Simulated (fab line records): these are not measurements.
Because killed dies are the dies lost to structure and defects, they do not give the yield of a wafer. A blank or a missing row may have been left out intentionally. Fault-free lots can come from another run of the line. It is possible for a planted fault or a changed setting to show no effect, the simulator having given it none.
fab line records	flow n5Finfet
record: lots: 7	wafers: 39
route steps=1938 shown WELL_APT@32 FIN_SAQP@96 DUMMY_GATE@250 HKMG_FIN@427 MOL_CONTACT_COAG@570
startH: start of the lot's first displayed wafer, in hours after the record's first day	waitH: how many hours have passed since the lot's step before this one	" the same as in the row above	L1.1+2: several wafers, shown together as one row	- either no value or no given start	* or withheld: withheld	< > ~ a bound
route shown NAME@n: a module of which the file shows steps, and the number in the route of the first	usual: the fault-free wafers' mean and standard deviation	same: alike in all rows	chamber/n: place in a boat	sites: per-site readings	_std_site: standard deviation of those values	_edge_site: the outer-site mean with the inner-site mean subtracted	radiusMm: for every site, how far away it sits from the centre of the wafer	mask NAME#n: copy n	behind: the tool/chamber that last shaped the wafer	hold: reason for holding the lot/hours on hold/outcome of the hold	device: the transistor (n, p or np) that didn't switch	end of line: the same wafers' tests at the end of the route	a step with no rows: only its recipe	killed: count of dies lost to structure and defects at first sort (not the wafer's yield)	map: per-die view of a wafer (x killed, . not killed, _ where there is no die)
set.NAME: setting as actually run; set.NAME@STEP: the setting as run at that earlier step	model.NAME: the simulator's own value behind a step, which no gauge read
lots whose settings were changed on purpose; a table a step, a row a wafer
== steps ==
step: N5_WELL_APT_IMPLANT_14
recipe: species: P	energyKev: 160	doseCm2: 1.5e+13	tiltDeg: 0	rotationDeg: 0
lot.wafer	tool	chamber	startH	waitH	set.energyKev	model.implant.rpNm	model.implant.drpNm
L078.1+4+6	implanter-01	0	37.81	0.1	160	198.1	65.9
L078.2+3+5	"	0	"	"	153.9	190.3	64.03
L081.1+2+6	implanter-01	0	56.71	0.1	160	202.5	65.9
L081.3+4+5	"	0	"	"	169	214.2	68.6
L082.1+2+3+4+5+6	implanter-02	0	62.41	0.1	160	202.5	65.9
L084.1+3+4	implanter-01	0	74.38	0.1	160	197.4	65.9
L090.1+2+3+4+5+6	implanter-01	0	110.26	0.1	160	199	65.9
L092.1+3+6	implanter-01	0	121.86	0.1	170.4	213.1	69.02
L092.2+4+5	"	0	"	"	160	199.7	65.9
L093.1+2+3+4+5+6	implanter-01	0	127.86	0.1	160	197.2	65.9
step: N5_FIN_SAQP_HM_DEP_03
recipe: material: SiNx	targetThkA: 380	tempC: 400	precursor: SiH4/NH3/N2	pressureTorr: 1.5	rfW: 300	timeS: 33.6
lot.wafer	tool	chamber	startH	waitH	set.timeS	model.SiNx_of_FIN_SAQP_HM_DEP_03.thkNm
L078.1	pecvd-03	0	45.78	0.2	35.63	39.3
L078.2	"	1	"	"	35.63	39.97
L078.3	"	1	"	"	33.6	38.09
L078.4	"	0	"	"	35.63	39.77
L078.5	"	0	"	"	33.6	37.25
L078.6	"	1	"	"	33.6	37.91
L081.1	pecvd-01	0	64.51	0.3	33.6	37.73
L081.2	"	2	"	"	36.17	40.56
L081.3	"	1	"	"	36.17	40.46
L081.4	"	0	"	"	33.6	38.62
L081.5	"	1	"	"	33.6	38.09
L081.6	"	2	"	"	36.17	41.14
L082.1	pecvd-02	1	70.43	0.2	29.66	33.37
L082.2	"	2	"	"	33.6	36.9
L082.3	"	0	"	"	33.6	37.67
L082.4	"	2	"	"	33.6	37.44
L082.5	"	0	"	"	29.66	33.88
L082.6	"	1	"	"	29.66	33.65
L084.1	pecvd-02	1	82.05	0.2	33.6	38.71
L084.3	"	0	"	"	33.6	38.56
L084.4	"	1	"	"	33.6	39.42
L090.1	pecvd-03	0	116.85	0.2	33.6	36.73
L090.2	"	1	"	"	35.89	39.72
L090.3	"	2	"	"	35.89	39.44
L090.4	"	0	"	"	33.6	37.25
L090.5	"	1	"	"	33.6	37.49
L090.6	"	2	"	"	35.89	40.41
L092.1	pecvd-02	0	128.70	0.2	33.6	37.38
L092.2	"	2	"	"	33.6	37.16
L092.3	"	0	"	"	28.95	32.66
L092.4	"	2	"	"	28.95	32.34
L092.5	"	0	"	"	28.95	32.86
L092.6	"	2	"	"	33.6	37.58
L093.1	pecvd-01	0	134.41	0.2	33.6	37.13
L093.2	"	2	"	"	36.31	40.07
L093.3	"	1	"	"	36.31	40.63
L093.4	"	1	"	"	33.6	38.24
L093.5	"	0	"	"	33.6	38.23
L093.6	"	2	"	"	36.31	40.56
step: N5_FIN_SAQP_THK_MEAS_05
usual: thkNm: 37.8/0.55
lot.wafer	tool	chamber	startH	waitH	set.timeS@FIN_SAQP_HM_DEP_03	thkNm
L078.1	filmMetro-01	-	45.90	0.1	35.63	39.3
L078.2	"	-	"	"	35.63	40.0
L078.3	"	-	"	"	33.6	38.1
L078.4	"	-	"	"	35.63	39.8
L078.5	"	-	"	"	33.6	37.2
L078.6	"	-	"	"	33.6	37.9
L081.1	filmMetro-01	-	64.60	0.1	33.6	37.7
L081.2	"	-	"	"	36.17	40.6
L081.3	"	-	"	"	36.17	40.5
L081.4	"	-	"	"	33.6	38.6
L081.5	"	-	"	"	33.6	38.1
L081.6	"	-	"	"	36.17	41.2
L082.1	filmMetro-02	-	70.52	0.1	29.66	33.4
L082.2	"	-	"	"	33.6	36.9
L082.3	"	-	"	"	33.6	37.7
L082.4	"	-	"	"	33.6	37.5
L082.5	"	-	"	"	29.66	33.9
L082.6	"	-	"	"	29.66	33.6
L084.1	filmMetro-02	-	82.14	0.1	33.6	38.7
L084.3	"	-	"	"	33.6	38.6
L084.4	"	-	"	"	33.6	39.4
L090.1	filmMetro-02	-	116.93	0.1	33.6	36.7
L090.2	"	-	"	"	35.89	39.8
L090.3	"	-	"	"	35.89	39.5
L090.4	"	-	"	"	33.6	37.2
L090.5	"	-	"	"	33.6	37.5
L090.6	"	-	"	"	35.89	40.5
L092.1	filmMetro-02	-	128.82	0.1	33.6	37.3
L092.2	"	-	"	"	33.6	37.1
L092.3	"	-	"	"	28.95	32.7
L092.4	"	-	"	"	28.95	32.3
L092.5	"	-	"	"	28.95	32.8
L092.6	"	-	"	"	33.6	37.6
L093.1	filmMetro-01	-	134.49	0.1	33.6	37.1
L093.2	"	-	"	"	36.31	40.1
L093.3	"	-	"	"	36.31	40.6
L093.4	"	-	"	"	33.6	38.2
L093.5	"	-	"	"	33.6	38.3
L093.6	"	-	"	"	36.31	40.6
step: N5_FIN_SAQP_PECVD_47
recipe: material: a-Si	targetThkA: 450	tempC: 400	precursor: SiH4/He	pressureTorr: 3	rfW: 100	timeS: 36.3
step: N5_FIN_SAQP_PECVD_48
recipe: material: SiNx	targetThkA: 250	tempC: 400	precursor: SiH4/NH3/N2	pressureTorr: 1.5	rfW: 300	timeS: 22.1
step: N5_FIN_SAQP_ETCH_57
recipe: chemistry: CH3F/O2	target: SiNx	maskMaterial: SiO2	targetDepthA: 325	timeS: 46.4	pressureMtorr: 30	sourceW: 395	biasW: 73	Ar_flow_sccm: 150	CH3F_flow_sccm: 30	O2_flow_sccm: 20	ionEnergyEv: 120	ends: cleared
step: N5_FIN_SAQP_ETCH_65
recipe: chemistry: CF4	target: SiO2	targetDepthA: 40	ionEnergyEv: 350	timeS: 4.4	pressureMtorr: 10	icpW: 800	biasW: 400	cf4FlowSccm: 80
step: N5_FIN_SAQP_MANDREL_ETCH_58
recipe: chemistry: HBr/Cl2	target: a-Si	targetDepthA: 450	btTimeS: 10	stopOn: SiNx	maskMaterial: SiO2	overEtchFrac: 0.8	timeS: 27	pressureMtorr: 10	icpW: 800	biasW: 75	HBr_flow_sccm: 150	Cl2_flow_sccm: 80	ends: endPoint
lot.wafer	tool	chamber	startH	waitH	set.timeS@FIN_SAQP_HM_DEP_03	model.SiNx_of_FIN_SAQP_HM_DEP_03.thkNm
L078.1	rieSi-03	3	49.56	0.0	35.63	39.3
L078.2	"	0	"	"	35.63	39.8
L078.3	"	2	"	"	33.6	38
L078.4	"	1	"	"	35.63	39.77
L078.5	"	2	"	"	33.6	37.2
L078.6	"	3	"	"	33.6	37.91
L081.1	rieSi-03	3	67.55	0.0	33.6	37.73
L081.2	"	1	"	"	36.17	40.56
L081.3	"	0	"	"	36.17	40.4
L081.4	"	2	"	"	33.6	38.6
L081.5	"	1	"	"	33.6	38.09
L081.6	"	2	"	"	36.17	41
L082.1	rieSi-03	3	73.46	0.0	29.66	33.37
L082.2	"	1	"	"	33.6	36.9
L082.3	"	2	"	"	33.6	37.6
L082.4	"	0	"	"	33.6	37.2
L082.5	"	1	"	"	29.66	33.88
L082.6	"	2	"	"	29.66	33.6
L084.1	rieSi-03	1	85.83	0.0	33.6	38.71
L084.3	"	3	"	"	33.6	38.56
L084.4	"	0	"	"	33.6	39.2
L090.1	rieSi-04	0	119.94	0.0	33.6	36.73
L090.2	"	2	"	"	35.89	39.6
L090.3	"	1	"	"	35.89	39.44
L090.4	"	3	"	"	33.6	37.25
L090.5	"	1	"	"	33.6	37.49
L090.6	"	2	"	"	35.89	40.4
L092.1	rieSi-03	1	131.95	0.0	33.6	37.38
L092.2	"	2	"	"	33.6	37
L092.3	"	3	"	"	28.95	32.66
L092.4	"	0	"	"	28.95	32.2
L092.5	"	2	"	"	28.95	32.8
L092.6	"	3	"	"	33.6	37.58
L093.1	rieSi-02	1	137.95	0.0	33.6	37.13
L093.2	"	0	"	"	36.31	40.07
L093.3	"	3	"	"	36.31	40.63
L093.4	"	2	"	"	33.6	38.24
L093.5	"	3	"	"	33.6	38.23
L093.6	"	2	"	"	36.31	40.56
step: N5_FIN_SAQP_RECESS_63
recipe: chemistry: HF/NH3	target: SiO2	targetDepthA: 180	afsCycles: 3	tempC: 30	sublimationTempC: 180	sublimationTimeS: 60
step: N5_FIN_SAQP_COAT_68
recipe: resist: SOC	tempC: 250	timeS: 60	spinRpm: 1500	resistThkNm: 100
step: N5_FIN_SAQP_MANDREL2_REMOVE_60
recipe: chemistry: HBr/Cl2/O2	btTimeS: 10	target: a-Si	stopOn: SiNx	endpoint: OES-SiCl	overEtchFrac: 1	icpW: 600	biasW: 22	HBr_flow_sccm: 150	Cl2_flow_sccm: 80	O2_flow_sccm: 5	pressureMtorr: 10
step: N5_FIN_SAQP_HM_OPEN_33
recipe: chemistry: CH3F/O2	target: SiNx	maskMaterial: SiO2	targetDepthA: 494	timeS: 70.6	pressureMtorr: 30	sourceW: 395	biasW: 73	Ar_flow_sccm: 150	CH3F_flow_sccm: 30	O2_flow_sccm: 20	ionEnergyEv: 120	ends: cleared
usual: etchRfOnTimeS: 69.0/1.7
lot.wafer	tool	chamber	startH	waitH	set.timeS@FIN_SAQP_HM_DEP_03	etchRfOnTimeS	model.etch.depthNm
L078.1	rieDiel-03	1	50.96	0.0	35.63	70.9	38.67
L078.2	"	2	"	"	35.63	72.7	39.18
L078.3	"	0	"	"	33.6	69.0	37.39
L078.4	"	3	"	"	35.63	74.6	39.14
L078.5	"	0	"	"	33.6	67.4	36.56
L078.6	"	3	"	"	33.6	71.0	37.28
L081.1	rieDiel-04	2	70.49	0.3	33.6	67.4	37.1
L081.2	"	1	"	"	36.17	73.0	39.93
L081.3	"	0	"	"	36.17	73.5	39.68
L081.4	"	3	"	"	33.6	70.2	37.93
L081.5	"	1	"	"	33.6	68.8	37.46
L081.6	"	2	"	"	36.17	74.1	40.44
L082.1	rieDiel-04	1	75.15	0.2	29.66	60.8	32.74
L082.2	"	2	"	"	33.6	66.9	36.27
L082.3	"	3	"	"	33.6	69.7	36.97
L082.4	"	0	"	"	33.6	69.1	36.66
L082.5	"	2	"	"	29.66	61.1	33.25
L082.6	"	3	"	"	29.66	62.0	32.95
L084.1	rieDiel-02	2	88.18	0.0	33.6	71.3	38.08
L084.3	"	1	"	"	33.6	73.5	37.94
L084.4	"	2	"	"	33.6	71.7	38.63
L090.1	rieDiel-02	2	121.91	0.0	33.6	67.0	36.1
L090.2	"	1	"	"	35.89	75.9	39.01
L090.3	"	0	"	"	35.89	72.3	38.81
L090.4	"	3	"	"	33.6	66.1	36.62
L090.5	"	1	"	"	33.6	71.2	36.86
L090.6	"	2	"	"	35.89	73.0	39.7
L092.1	rieDiel-02	2	133.40	0.0	33.6	67.7	36.76
L092.2	"	0	"	"	33.6	68.5	36.47
L092.3	"	3	"	"	28.95	57.9	32.03
L092.4	"	1	"	"	28.95	60.6	31.56
L092.5	"	0	"	"	28.95	60.0	32.16
L092.6	"	1	"	"	33.6	71.3	36.95
L093.1	rieDiel-03	2	139.35	0.0	33.6	67.4	36.5
L093.2	"	3	"	"	36.31	74.4	39.44
L093.3	"	0	"	"	36.31	71.6	40
L093.4	"	0	"	"	33.6	67.9	37.61
L093.5	"	3	"	"	33.6	70.9	37.6
L093.6	"	2	"	"	36.31	74.0	39.94
step: N5_FIN_SAQP_ETCH_34
recipe: chemistry: C4F6/O2	target: SiO2	targetDepthA: 450	timeS: 15	ionEnergyEv: 250	pressureMtorr: 30	sourceW: 345	biasW: 185	Ar_flow_sccm: 300	C4F6_flow_sccm: 10	O2_flow_sccm: 10	ends: cleared
step: N5_FIN_SAQP_STRIP_77
recipe: chemistry: N2/H2	timeS: 90	powerW: 100	tempC: 40	pressureMtorr: 100	rfFrequencyHz: 6e+07	biasPowerW: 3	n2FlowSccm: 300	h2FlowSccm: 300
step: N5_FIN_SAQP_ETCH_64
recipe: chemistry: CF4	target: SiO2	targetDepthA: 15	ionEnergyEv: 350	pressureMtorr: 10	icpW: 800	biasW: 400	cf4FlowSccm: 80
step: N5_FIN_SAQP_FIN_ETCH_36
recipe: chemistry: HBr/Cl2/O2	targetDepthA: 1200	maskMaterial: SiNx	timeS: 50.4	biasW: 102	pressureMtorr: 10	icpW: 800	HBr_flow_sccm: 150	Cl2_flow_sccm: 80	O2_flow_sccm: 12
lot.wafer	tool	chamber	startH	waitH	set.timeS@FIN_SAQP_HM_DEP_03	model.SiNx_of_FIN_SAQP_HM_DEP_03.thkNm
L078.1+2	rieSi-04	2,1	51.25	0.0	35.63	22.8
L078.3+6	"	0	"	"	33.6	21.2
L078.4	"	3	"	"	35.63	23.2
L078.5	"	1	"	"	33.6	20
L081.1	rieSi-02	0	70.78	0.0	33.6	20.8
L081.2+3	"	1,2	"	"	36.17	23.8
L081.4	"	3	"	"	33.6	21.8
L081.5	"	0	"	"	33.6	21.2
L081.6	"	1	"	"	36.17	24.4
L082.1	rieSi-02	0	75.43	0.0	29.66	16.6
L082.2	"	2	"	"	33.6	20.2
L082.3	"	3	"	"	33.6	20.8
L082.4	"	1	"	"	33.6	20.6
L082.5	"	0	"	"	29.66	17
L082.6	"	1	"	"	29.66	16.8
L084.1	rieSi-04	1	88.46	0.0	33.6	21.6
L084.3	"	3	"	"	33.6	22
L084.4	"	2	"	"	33.6	22.8
L090.1	rieSi-03	2	122.20	0.0	33.6	19.4
L090.2	"	3	"	"	35.89	23
L090.3	"	1	"	"	35.89	22.8
L090.4	"	0	"	"	33.6	20.4
L090.5	"	3	"	"	33.6	20.8
L090.6	"	0	"	"	35.89	23.6
L092.1+6	rieSi-04	3,0	133.69	0.0	33.6	20.8
L092.2	"	0	"	"	33.6	20.4
L092.3	"	2	"	"	28.95	16
L092.4	"	1	"	"	28.95	15
L092.5	"	1	"	"	28.95	15.6
L093.1	rieSi-03	2	139.64	0.0	33.6	19.8
L093.2	"	0	"	"	36.31	23.4
L093.3+6	"	1	"	"	36.31	24
L093.4	"	3	"	"	33.6	21.6
L093.5	"	2	"	"	33.6	21.2
step: N5_DUMMY_GATE_ETCH_42
recipe: chemistry: CHF3/O2	target: SiO2	targetDepthA: 35	timeS: 31	ionEnergyEv: 30	biasW: 12	pressureMtorr: 30	sourceW: 600	Ar_flow_sccm: 200	CHF3_flow_sccm: 50	O2_flow_sccm: 5
usual: rfVppV: 42.5/1.1
lot.wafer	tool	chamber	startH	waitH	set.biasW	rfVppV
L078.1	rieDiel-05	2	72.00	0.0	12	43.8
L078.2	"	1	"	"	12	43.4
L078.3	"	3	"	"	12	42.9
L078.4	"	0	"	"	12	44.0
L078.5	"	3	"	"	12	43.5
L078.6	"	2	"	"	12	44.2
L081.1	rieDiel-06	2	93.19	0.0	10.6	38.7
L081.2	"	1	"	"	10.6	36.9
L081.3	"	3	"	"	10.6	39.1
L081.4	"	0	"	"	12	42.2
L081.5	"	1	"	"	12	41.4
L081.6	"	2	"	"	12	42.2
L082.1	rieDiel-05	0	96.95	0.0	10.36	38.6
L082.2	"	1	"	"	10.36	39.0
L082.3	"	2	"	"	12	44.0
L082.4	"	3	"	"	10.36	37.1
L082.5	"	1	"	"	12	44.9
L082.6	"	0	"	"	12	42.1
L084.1	rieDiel-01	2	110.03	0.1	12	41.9
L084.3	"	0	"	"	12	42.0
L084.4	"	1	"	"	12	43.8
L090.1	rieDiel-01	2	142.56	0.0	12	41.8
L090.2	"	1	"	"	12	42.7
L090.3	"	3	"	"	10.22	37.2
L090.4	"	1	"	"	10.22	38.0
L090.5	"	2	"	"	10.22	37.1
L090.6	"	3	"	"	12	42.8
L092.1	rieDiel-06	3	154.21	0.1	12	43.4
L092.2	"	0	"	"	10.16	36.6
L092.3	"	3	"	"	10.16	36.6
L092.4	"	0	"	"	10.16	36.3
L092.5	"	3	"	"	12	43.2
L092.6	"	0	"	"	12	40.6
L093.1	rieDiel-06	3	161.01	0.0	12	41.6
L093.2	"	0	"	"	9.914	35.3
L093.3	"	3	"	"	12	43.0
L093.4	"	0	"	"	9.914	35.8
L093.5	"	3	"	"	12	42.1
L093.6	"	0	"	"	9.914	35.9
step: N5_HKMG_FIN_EXPOSE_09
recipe: maskId: NWFM	na: 1.35	sourceShape: conventional	sigmaOuter: 0.8	polarization: unpolarized	doseMj: 39.25
lot.wafer	tool	chamber	startH	waitH	mask	set.doseMj
L078.1+5+6	arfiScanner-02	0	98.41	-	NWFM#0	37.68
L078.2+3+4	"	0	"	"	NWFM#0	39.25
L081.1+5+6	arfiScanner-03	0	119.65	-	NWFM#0	39.25
L081.2+3+4	"	0	"	"	NWFM#0	40.42
L082.1+2+3+4+5+6	arfiScanner-03	0	123.49	-	NWFM#0	39.25
L084.1+3+4	arfiScanner-01	0	136.91	-	NWFM#0	39.25
L090.1+2+4	arfiScanner-03	0	168.78	-	NWFM#0	39.25
L090.3+5+6	"	0	"	"	NWFM#0	37.58
L092.1+4+5	arfiScanner-02	0	179.95	-	NWFM#0	40.13
L092.2+3+6	"	0	"	"	NWFM#0	39.25
L093.1+2+4	arfiScanner-02	0	188.57	-	NWFM#0	40.34
L093.3+5+6	"	0	"	"	NWFM#0	39.25
step: N5_HKMG_FIN_PEB_10
recipe: pebTempC: withheld	pebTimeS: 60	resist: CAR-ArF
step: N5_HKMG_FIN_DEVELOP_11
recipe: developTimeS: 30	developer: TMAH	resist: CAR-ArF	devTempC: 23	rinseLiquid: diw	dry: airSpin
step: N5_HKMG_FIN_CD_MEAS_12
recipe: targetCdNm: 92.8	landingEnergyEv: 500	detector: seInlens
usual: cdNm: 92.6/0.68
lot.wafer	tool	chamber	startH	waitH	set.doseMj@HKMG_FIN_EXPOSE_09	cdNm
L078.1	cdSem-02	0	98.54	-	37.68	89.7
L078.2	"	0	"	"	39.25	92.9
L078.3	"	0	"	"	39.25	94.7
L078.4	"	0	"	"	39.25	92.9
L078.5	"	0	"	"	37.68	90.2
L078.6	"	0	"	"	37.68	90.8
L081.1	cdSem-03	0	119.77	-	39.25	93.2
L081.2	"	0	"	"	40.42	94.8
L081.3	"	0	"	"	40.42	95.0
L081.4	"	0	"	"	40.42	94.7
L081.5	"	0	"	"	39.25	93.3
L081.6	"	0	"	"	39.25	92.9
L082.1	cdSem-03	0	123.62	-	39.25	93.0
L082.2	"	0	"	"	39.25	92.7
L082.3	"	0	"	"	39.25	92.8
L082.4	"	0	"	"	39.25	93.0
L082.5	"	0	"	"	39.25	92.1
L082.6	"	0	"	"	39.25	92.1
L084.1	cdSem-02	0	137.04	-	39.25	92.6
L084.3	"	0	"	"	39.25	93.0
L084.4	"	0	"	"	39.25	93.8
L090.1	cdSem-03	0	168.90	-	39.25	92.4
L090.2	"	0	"	"	39.25	92.5
L090.3	"	0	"	"	37.58	90.2
L090.4	"	0	"	"	39.25	92.0
L090.5	"	0	"	"	37.58	89.6
L090.6	"	0	"	"	37.58	89.4
L092.1	cdSem-03	0	180.08	-	40.13	93.3
L092.2	"	0	"	"	39.25	91.6
L092.3	"	0	"	"	39.25	92.0
L092.4	"	0	"	"	40.13	93.8
L092.5	"	0	"	"	40.13	92.6
L092.6	"	0	"	"	39.25	92.7
L093.1	cdSem-01	0	188.70	-	40.34	94.0
L093.2	"	0	"	"	40.34	93.9
L093.3	"	0	"	"	39.25	91.3
L093.4	"	0	"	"	40.34	95.3
L093.5	"	0	"	"	39.25	92.7
L093.6	"	0	"	"	39.25	93.3
step: N5_MOL_CONTACT_COAG_EXPOSE_81
recipe: maskId: VG	na: 0.33	sourceShape: annular	sigmaInner: 0.3	sigmaOuter: 0.7	polarization: unpolarized	defocusNm: 0	doseMj: 59.5
lot.wafer	tool	chamber	startH	waitH	mask	set.doseMj
L078.1+3+5	euvScanner-02	0	120.58	-	VG#0	59.5
L078.2+4+6	"	0	"	"	VG#0	63.51
L081.1+2+4	euvScanner-01	0	143.45	-	VG#0	55.94
L081.3+5+6	"	0	"	"	VG#0	59.5
L082.1+2+3	euvScanner-01	0	144.95	-	VG#0	59.5
L082.4+5+6	"	0	"	"	VG#0	57.91
L084.1+3+4	euvScanner-01	0	160.47	-	VG#0	59.5
L090.1+4+6	euvScanner-02	0	195.54	-	VG#0	59.5
L090.2+3+5	"	0	"	"	VG#0	61.3
L092.1+3+4	euvScanner-02	0	202.64	-	VG#0	62.38
L092.2+5+6	"	0	"	"	VG#0	59.5
L093.1+3+6	euvScanner-02	0	208.87	-	VG#0	59.5
L093.2+4+5	"	0	"	"	VG#0	56.35
step: N5_MOL_CONTACT_COAG_PEB_82
recipe: pebTempC: 100	pebTimeS: 60	resist: CAR-EUV
step: N5_MOL_CONTACT_COAG_DEVELOP_83
recipe: developTimeS: 30	developer: TMAH	resist: CAR-EUV	rinseLiquid: surfactantRinse	dry: airSpin	devTempC: 23
step: N5_MOL_CONTACT_COAG_CD_MEAS_84
recipe: targetCdNm: 25.1	landingEnergyEv: 500	detector: seInlens	polarity: opening
usual: cdNm: 25.10/0.25
lot.wafer	tool	chamber	startH	waitH	set.doseMj@MOL_CONTACT_COAG_EXPOSE_81	cdNm
L078.1	cdSem-03	0	120.72	-	59.5	25.03
L078.2	"	0	"	"	63.51	26.47
L078.3	"	0	"	"	59.5	24.93
L078.4	"	0	"	"	63.51	26.20
L078.5	"	0	"	"	59.5	25.48
L078.6	"	0	"	"	63.51	26.34
L081.1	cdSem-01	0	143.59	-	55.94	23.83
L081.2	"	0	"	"	55.94	23.75
L081.3	"	0	"	"	59.5	25.42
L081.4	"	0	"	"	55.94	23.76
L081.5	"	0	"	"	59.5	25.33
L081.6	"	0	"	"	59.5	25.17
L082.1	cdSem-01	0	145.10	-	59.5	25.31
L082.2	"	0	"	"	59.5	25.00
L082.3	"	0	"	"	59.5	25.41
L082.4	"	0	"	"	57.91	24.92
L082.5	"	0	"	"	57.91	24.78
L082.6	"	0	"	"	57.91	24.28
L084.1	cdSem-03	0	160.62	-	59.5	25.17
L084.3	"	0	"	"	59.5	25.14
L084.4	"	0	"	"	59.5	25.37
L090.1	cdSem-03	0	195.68	-	59.5	25.18
L090.2	"	0	"	"	61.3	25.44
L090.3	"	0	"	"	61.3	25.43
L090.4	"	0	"	"	59.5	24.86
L090.5	"	0	"	"	61.3	25.83
L090.6	"	0	"	"	59.5	24.74
L092.1	cdSem-02	0	202.78	-	62.38	26.28
L092.2	"	0	"	"	59.5	25.26
L092.3	"	0	"	"	62.38	26.29
L092.4	"	0	"	"	62.38	26.07
L092.5	"	0	"	"	59.5	25.73
L092.6	"	0	"	"	59.5	24.96
L093.1	cdSem-01	0	209.01	-	59.5	25.53
L093.2	"	0	"	"	56.35	23.56
L093.3	"	0	"	"	59.5	25.07
L093.4	"	0	"	"	56.35	24.09
L093.5	"	0	"	"	56.35	23.80
L093.6	"	0	"	"	59.5	25.14
== key ==
split: step: N5_WELL_APT_IMPLANT_14	setting: energyKev	stated: 160	by: wafer
response: step: N5_WELL_APT_IMPLANT_14	reading: model.implant.rpNm	change: +2.07	per: 1%	r: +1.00
response: step: N5_WELL_APT_IMPLANT_14	reading: model.implant.drpNm	change: +0.482	per: 1%	r: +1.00
split: step: N5_FIN_SAQP_HM_DEP_03	setting: timeS	stated: 33.6	by: wafer
response: step: N5_FIN_SAQP_HM_DEP_03	reading: model.SiNx_of_FIN_SAQP_HM_DEP_03.thkNm	change: +0.335	per: 1%	r: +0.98
response: step: N5_FIN_SAQP_THK_MEAS_05	reading: thkNm	change: *	per: 1%	r: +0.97
response: step: N5_FIN_SAQP_MANDREL_ETCH_58	reading: model.SiNx_of_FIN_SAQP_HM_DEP_03.thkNm	change: +0.332	per: 1%	r: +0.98
response: step: N5_FIN_SAQP_HM_OPEN_33	reading: etchRfOnTimeS	change: *	per: 1%	r: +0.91
response: step: N5_FIN_SAQP_HM_OPEN_33	reading: model.etch.depthNm	change: +0.334	per: 1%	r: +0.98
response: step: N5_FIN_SAQP_FIN_ETCH_36	reading: model.SiNx_of_FIN_SAQP_HM_DEP_03.thkNm	change: +0.359	per: 1%	r: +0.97
split: step: N5_DUMMY_GATE_ETCH_42	setting: biasW	stated: 12	by: wafer
response: step: N5_DUMMY_GATE_ETCH_42	reading: rfVppV	change: +0.366	per: 1%	r: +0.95
split: step: N5_HKMG_FIN_EXPOSE_09	setting: doseMj	stated: 39.25	by: wafer
response: step: N5_HKMG_FIN_CD_MEAS_12	reading: cdNm	change: +0.664	per: 1%	r: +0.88
split: step: N5_MOL_CONTACT_COAG_EXPOSE_81	setting: doseMj	stated: 59.5	by: wafer
response: step: N5_MOL_CONTACT_COAG_CD_MEAS_84	reading: cdNm	change: +0.219	per: 1%	r: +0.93
